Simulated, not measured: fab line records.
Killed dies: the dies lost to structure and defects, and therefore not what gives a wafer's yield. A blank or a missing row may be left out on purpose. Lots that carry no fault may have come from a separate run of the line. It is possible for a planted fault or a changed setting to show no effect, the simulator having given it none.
Lot-split experiment ; flow n5-finfet ; route with 1938 steps; 7 lots, 21 wafers read

SPLIT DETAILS
At N5_BEOL_M3_COAT_22 (resist thk 30 nm), the setting spin-rpm was moved away from the recipe's 1500 rpm on 6 of the 21 wafers read, by -7.1% to +10.1%. All remaining wafers had this setting at the recipe value.

The split's own step is where the reading is taken.

THE READING
CAR-EUV_of_BEOL_M3_COAT_22.thk-nm (the simulator's own value, which no gauge read), in nm, at N5_BEOL_M3_COAT_22 (resist thk 30 nm). The file gives no usual value for it. Across the 15 wafers here that went through the recipe, the average is 29.9 nm and the standard deviation 0.088 nm.

wafer;tool, chamber at the split;spin-rpm as run, rpm;against the recipe;CAR-EUV_of_BEOL_M3_COAT_22.thk-nm, nm;against lot-mates on the recipe
L074.1;litho-track-02, 0;1500;recipe;30;-
L074.6;litho-track-02, 0;1500;recipe;30;-
L074.4;litho-track-02, 0;1500;recipe;29.8;-
L078.1;litho-track-03, 0;1425;-5.0%;30.8;+0.8
L078.2;litho-track-03, 0;1425;-5.0%;30.6;+0.6
L078.5;litho-track-03, 0;1500;recipe;30;-
L081.1;litho-track-02, 0;1500;recipe;30;-
L081.6;litho-track-02, 0;1500;recipe;30;-
L081.4;litho-track-02, 0;1500;recipe;29.8;-
L083.1;litho-track-01, 0;1393;-7.1%;31.2;no lot-mate on the recipe
L083.2;litho-track-01, 0;1393;-7.1%;31.2;no lot-mate on the recipe
L083.4;litho-track-01, 0;1393;-7.1%;31;no lot-mate on the recipe
L084.2;litho-track-03, 0;1500;recipe;30;-
L084.3;litho-track-03, 0;1500;recipe;30;-
L084.6;litho-track-03, 0;1500;recipe;30;-
L093.3;litho-track-02, 0;1500;recipe;29.8;-
L093.6;litho-track-02, 0;1500;recipe;29.8;-
L093.4;litho-track-02, 0;1500;recipe;30;-
L094.1;litho-track-02, 0;1651;+10.1%;28.6;-1.4
L094.5;litho-track-02, 0;1500;recipe;30;-
L094.6;litho-track-02, 0;1500;recipe;30;-

THE FIT
A straight line over all 21 wafers: CAR-EUV_of_BEOL_M3_COAT_22.thk-nm changes by -0.151 nm for each +1% of spin-rpm; r = -0.98; the points scatter about the line by 0.11 nm.
The same after taking each lot's own level away (the mean of its wafers on the recipe; 18 wafers): -0.139 nm for each +1%; r = -0.98; scatter 0.079 nm.
Per that fit: largest spin-rpm move, reading shift of 1.4 nm.
The lots' own levels span 29.87 to 30.00 nm, that is 1.5 times the standard deviation above.
Hence the lot-to-lot level has little effect on the slope; both slopes agree.
Check: with one of the wafers moved furthest among these (+10.1%) left out of the fit, the line predicts -1.41 nm for it against its lot-mates. Against them it came out at -1.4 nm.

THESE WAFERS: OTHER SPLITS
These wafers also went through other splits before the reading. Each is held against what the fit with the lots' levels taken away leaves over:
other split on the same wafers;wafers away from the commonest value;r with CAR-EUV_of_BEOL_M3_COAT_22.thk-nm (lot level and that fit taken away)
N5_BEOL_M2_DESCUM_33 time-s;4;+0.30
N5_BEOL_M3_COAT_68 spin-rpm;6;+0.06

THE FILE'S OWN FIT
CAR-EUV_of_BEOL_M3_COAT_22.thk-nm changes by -0.139 nm for each +1% of spin-rpm, r = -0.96.
